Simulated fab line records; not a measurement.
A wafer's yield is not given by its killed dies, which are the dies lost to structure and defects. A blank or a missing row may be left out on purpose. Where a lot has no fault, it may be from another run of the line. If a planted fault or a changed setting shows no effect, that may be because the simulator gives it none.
Lot-split experiment | flow n5Finfet | 7 lots, 21 wafers read, on a route of 1938 steps

SPLIT DETAILS
At N5_FIN_SAQP_EXPOSE_13 (exposes mask FIN CORE, target cd 35.6 nm), the setting doseMj was moved away from the recipe's 63.25 on 10 of the 21 wafers read, by -6.5% to -2.3%. The other wafers ran this setting at the recipe's value.

FROM THE SPLIT TO THE READING: what the file shows between them, 2 steps
- N5_FIN_SAQP_PEB_14: peb time 60 s
- N5_FIN_SAQP_DEVELOP_15: develop time 30 s

THE READING
cdNm, in nm, at N5_FIN_SAQP_CD_MEAS_16 (target cd 35.6 nm). On this fab line, fault-free wafers typically give 35.5 nm with a standard deviation of 0.32 nm.

wafer  | tool, chamber at the split | doseMj as run | against the recipe | cdNm, nm | against lot-mates on the recipe
L079.1 | arfiScanner-01, 0          | 61.03         | -3.5%              | 36.2     | +0.7
L079.2 | arfiScanner-01, 0          | 63.25         | recipe             | 35.5     | -
L079.3 | arfiScanner-01, 0          | 61.03         | -3.5%              | 36.6     | +1.1
L080.3 | arfiScanner-01, 0          | 60.75         | -4.0%              | 36.1     | +0.5
L080.4 | arfiScanner-01, 0          | 60.75         | -4.0%              | 36.9     | +1.3
L080.6 | arfiScanner-01, 0          | 63.25         | recipe             | 35.6     | -
L081.1 | arfiScanner-02, 0          | 61.77         | -2.3%              | 35.8     | no lot-mate on the recipe
L081.4 | arfiScanner-02, 0          | 61.77         | -2.3%              | 36.4     | no lot-mate on the recipe
L081.6 | arfiScanner-02, 0          | 61.77         | -2.3%              | 35.9     | no lot-mate on the recipe
L082.2 | arfiScanner-01, 0          | 60.89         | -3.7%              | 36.3     | +0.9
L082.3 | arfiScanner-01, 0          | 63.25         | recipe             | 35.5     | -
L082.4 | arfiScanner-01, 0          | 63.25         | recipe             | 35.3     | -
L088.3 | arfiScanner-02, 0          | 63.25         | recipe             | 35.5     | -
L088.4 | arfiScanner-02, 0          | 59.11         | -6.5%              | 36.8     | +1.3
L088.6 | arfiScanner-02, 0          | 59.11         | -6.5%              | 37.3     | +1.8
L096.1 | arfiScanner-03, 0          | 63.25         | recipe             | 35.6     | -
L096.5 | arfiScanner-03, 0          | 63.25         | recipe             | 35.2     | -
L096.6 | arfiScanner-03, 0          | 63.25         | recipe             | 35.5     | -
L097.4 | arfiScanner-01, 0          | 63.25         | recipe             | 35.7     | -
L097.5 | arfiScanner-01, 0          | 63.25         | recipe             | 35.7     | -
L097.6 | arfiScanner-01, 0          | 63.25         | recipe             | 35.7     | -

FIT RESULTS
A straight line over all 21 wafers: cdNm changes by -0.234 nm for each +1% of doseMj; r = -0.92; the points scatter about the line by 0.23 nm.
The same after taking each lot's own level away (the mean of its wafers on the recipe; 18 wafers): -0.238 nm for each +1%; r = -0.95; scatter 0.2 nm.
That fit puts the effect of the largest move of doseMj on the reading at 1.6 nm.
The lots' own levels span 35.40 to 35.70 nm, that is 0.9 times the standard deviation above.
Hence the lot-to-lot level has little effect on the slope; both slopes agree.
Check: +1.66 nm against its lot-mates is what the line predicts for one of the wafers moved furthest among these (-6.5%) when that wafer is left out of the fit. It came out at +1.3 nm against them.

ADDITIONAL SPLITS CARRIED BY THESE WAFERS
These wafers also went through other splits before the reading. Each is held against what the fit with the lots' levels taken away leaves over:
other split on the same wafers | wafers away from the commonest value | r with cdNm (lot level and that fit taken away)
N5_WELL_APT_EXPOSE_05 doseMj   | 4                                    | -0.20
N5_WELL_APT_COAT_19 spinRpm    | 6                                    | +0.01
N5_FIN_SAQP_HM_DEP_03 timeS    | 6                                    | +0.53

FILE'S OWN FIT
cdNm changes by -0.24 nm for each +1% of doseMj, r = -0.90.
